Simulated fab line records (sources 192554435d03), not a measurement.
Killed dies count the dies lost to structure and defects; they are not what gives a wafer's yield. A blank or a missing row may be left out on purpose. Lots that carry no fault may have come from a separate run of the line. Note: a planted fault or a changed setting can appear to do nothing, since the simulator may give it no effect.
The tool behind it: which one? || flow n5 finfet || 11 lots with 33 wafers sampled at 3 steps, on a route of 1938 steps

WHAT THE GAUGES SHOWED, per wafer
N5_BEOL_M11_INSPECT_30: inspects for defects (brightfield). Usual: 431 for raw defect count, sd 100.
{"lot": "L443", "measured": "day 12 02:16", "on": "defect inspect-01", "raw defect count": "366 356 321", "flag": ""}
{"lot": "L444", "measured": "day 12 06:04", "on": "defect inspect-02", "raw defect count": "418 369 410", "flag": ""}
{"lot": "L447", "measured": "day 13 02:00", "on": "defect inspect-02", "raw defect count": "401 457 483", "flag": ""}
{"lot": "L449", "measured": "day 13 07:02", "on": "defect inspect-01", "raw defect count": "417 360 422", "flag": ""}
{"lot": "L450", "measured": "day 13 07:07", "on": "defect inspect-01", "raw defect count": "317 323 432", "flag": ""}
{"lot": "L452", "measured": "day 14 11:20", "on": "defect inspect-01", "raw defect count": "469 449 548", "flag": ""}
{"lot": "L460", "measured": "day 16 06:37", "on": "defect inspect-02", "raw defect count": "394 316 404", "flag": ""}
{"lot": "L463", "measured": "day 16 23:00", "on": "defect inspect-02", "raw defect count": "487 494 631", "flag": ""}
{"lot": "L462", "measured": "day 16 23:14", "on": "defect inspect-02", "raw defect count": "637 429 511", "flag": ""}
{"lot": "L466", "measured": "day 17 16:49", "on": "defect inspect-02", "raw defect count": "455 474 614", "flag": ""}
{"lot": "L465", "measured": "day 17 21:25", "on": "defect inspect-01", "raw defect count": "334 282 289", "flag": ""}

N5_BEOL_M11_CD_MEAS_35: target cd 70 nm. Usual: 69.8 nm for cd nm, sd 0.78.
{"lot": "L443", "measured": "day 12 03:07", "on": "cd sem-03", "cd nm (nm)": "70.5 69.7 70.9", "flag": ""}
{"lot": "L444", "measured": "day 12 06:59", "on": "cd sem-03", "cd nm (nm)": "69.9 70.1 69.2", "flag": ""}
{"lot": "L447", "measured": "day 13 02:41", "on": "cd sem-01", "cd nm (nm)": "70.7 69.4 70.6", "flag": ""}
{"lot": "L449", "measured": "day 13 07:44", "on": "cd sem-01", "cd nm (nm)": "69.5 68.6 69.7", "flag": ""}
{"lot": "L450", "measured": "day 13 08:17", "on": "cd sem-03", "cd nm (nm)": "69.0 70.4 69.3", "flag": ""}
{"lot": "L452", "measured": "day 14 12:19", "on": "cd sem-02", "cd nm (nm)": "70.5 70.8 70.7", "flag": ""}
{"lot": "L460", "measured": "day 16 07:35", "on": "cd sem-02", "cd nm (nm)": "68.1 68.9 68.7", "flag": ""}
{"lot": "L463", "measured": "day 16 23:54", "on": "cd sem-03", "cd nm (nm)": "70.9 71.0 70.0", "flag": ""}
{"lot": "L462", "measured": "day 17 00:41", "on": "cd sem-02", "cd nm (nm)": "69.6 69.7 68.9", "flag": ""}
{"lot": "L466", "measured": "day 17 17:30", "on": "cd sem-01", "cd nm (nm)": "71.2 70.0 70.6", "flag": ""}
{"lot": "L465", "measured": "day 17 22:05", "on": "cd sem-01", "cd nm (nm)": "69.7 70.2 70.1", "flag": ""}

WHICH TOOL RAN EACH LOT (tool, then ch and the chambers of the sampled wafers, then the start)
{"lot": "L443", "N5_BEOL_M11_DESCUM_33": "rie diel-01 ch 1,3, day 12 02:28"}
{"lot": "L444", "N5_BEOL_M11_DESCUM_33": "rie diel-02 ch 0,1,2, day 12 06:20"}
{"lot": "L447", "N5_BEOL_M11_DESCUM_33": "rie diel-02 ch 0,1,3, day 13 02:02"}
{"lot": "L449", "N5_BEOL_M11_DESCUM_33": "rie diel-01 ch 1,2,3, day 13 07:04"}
{"lot": "L450", "N5_BEOL_M11_DESCUM_33": "rie diel-05 ch 0,1,2, day 13 07:38"}
{"lot": "L452", "N5_BEOL_M11_DESCUM_33": "rie diel-01 ch 0,2,3, day 14 11:40"}
{"lot": "L460", "N5_BEOL_M11_DESCUM_33": "rie diel-02 ch 1,2,3, day 16 06:57"}
{"lot": "L463", "N5_BEOL_M11_DESCUM_33": "rie diel-01 ch 0,1,2, day 16 23:15"}
{"lot": "L462", "N5_BEOL_M11_DESCUM_33": "rie diel-05 ch 0,1,3, day 17 00:02"}
{"lot": "L466", "N5_BEOL_M11_DESCUM_33": "rie diel-01 ch 1,2,3, day 17 16:52"}
{"lot": "L465", "N5_BEOL_M11_DESCUM_33": "rie diel-02 ch 0,1,2, day 17 21:26"}
- N5_BEOL_M11_DESCUM_33: chemistry O2, time 7.9 s.

WHAT THE TOOLS THEMSELVES READ (means of the sampled wafers that have a number; where no wafer has one, the mark that the record gives instead)
N5_BEOL_M11_DESCUM_33. Usual: drypump motor current A 5.9 A, standard deviation 0.35; oes product au 0.81 a.u., standard deviation 0.087; rf vpp V 243.7 V, standard deviation 1.1; showerhead plenum p Torr 2.12 Torr, standard deviation 0.06; throttle valve pct 20.44 %, standard deviation 0.21.
{"lot": "L443", "tool": "rie diel-01", "drypump motor current A (A)": 5.8, "oes product au (a.u.)": 0.85, "rf vpp V (V)": 243.6, "showerhead plenum p Torr (Torr)": 2.13, "throttle valve pct (%)": 20.45, "flag": ""}
{"lot": "L444", "tool": "rie diel-02", "drypump motor current A (A)": 5.8, "oes product au (a.u.)": 0.77, "rf vpp V (V)": 243.2, "showerhead plenum p Torr (Torr)": 2.11, "throttle valve pct (%)": 20.45, "flag": ""}
{"lot": "L447", "tool": "rie diel-02", "drypump motor current A (A)": 5.8, "oes product au (a.u.)": 0.82, "rf vpp V (V)": 244.8, "showerhead plenum p Torr (Torr)": 2.16, "throttle valve pct (%)": 20.49, "flag": ""}
{"lot": "L449", "tool": "rie diel-01", "drypump motor current A (A)": 5.8, "oes product au (a.u.)": 0.87, "rf vpp V (V)": 244.5, "showerhead plenum p Torr (Torr)": 2.16, "throttle valve pct (%)": 20.42, "flag": ""}
{"lot": "L450", "tool": "rie diel-05", "drypump motor current A (A)": 5.7, "oes product au (a.u.)": 0.70, "rf vpp V (V)": 243.4, "showerhead plenum p Torr (Torr)": 2.07, "throttle valve pct (%)": 20.46, "flag": ""}
{"lot": "L452", "tool": "rie diel-01", "drypump motor current A (A)": 6.0, "oes product au (a.u.)": 0.84, "rf vpp V (V)": 244.2, "showerhead plenum p Torr (Torr)": 2.14, "throttle valve pct (%)": 20.44, "flag": ""}
{"lot": "L460", "tool": "rie diel-02", "drypump motor current A (A)": 6.0, "oes product au (a.u.)": 0.87, "rf vpp V (V)": 243.7, "showerhead plenum p Torr (Torr)": 2.12, "throttle valve pct (%)": 20.21, "flag": ""}
{"lot": "L463", "tool": "rie diel-01", "drypump motor current A (A)": 6.0, "oes product au (a.u.)": 0.85, "rf vpp V (V)": 244.0, "showerhead plenum p Torr (Torr)": 2.15, "throttle valve pct (%)": 20.51, "flag": ""}
{"lot": "L462", "tool": "rie diel-05", "drypump motor current A (A)": 5.9, "oes product au (a.u.)": 0.83, "rf vpp V (V)": 243.6, "showerhead plenum p Torr (Torr)": 2.11, "throttle valve pct (%)": 20.37, "flag": ""}
{"lot": "L466", "tool": "rie diel-01", "drypump motor current A (A)": 5.8, "oes product au (a.u.)": 0.83, "rf vpp V (V)": 244.1, "showerhead plenum p Torr (Torr)": 2.14, "throttle valve pct (%)": 20.47, "flag": ""}
{"lot": "L465", "tool": "rie diel-02", "drypump motor current A (A)": 5.7, "oes product au (a.u.)": 0.81, "rf vpp V (V)": 243.2, "showerhead plenum p Torr (Torr)": 2.09, "throttle valve pct (%)": 20.39, "flag": ""}

THE ANSWER, worked out from the rows above alone
Rule: a lot is off if the mean of its wafers that have a number lies more than 3 standard deviations from the usual mean. Also off: a lot with no number at a reading for which 4 or more lots have one. All remaining lots with rows at the step are treated as sound. First the gauges in route order, then the tools' own readings, where a lot's mean is used as printed above. The first step at which some lot is off is used, and at that step the reading that is off furthest; a lot without a number counts as furthest.
No lot is off on any of the readings shown, so nothing can be concluded from this.

WHAT THE SIMULATOR PUT IN
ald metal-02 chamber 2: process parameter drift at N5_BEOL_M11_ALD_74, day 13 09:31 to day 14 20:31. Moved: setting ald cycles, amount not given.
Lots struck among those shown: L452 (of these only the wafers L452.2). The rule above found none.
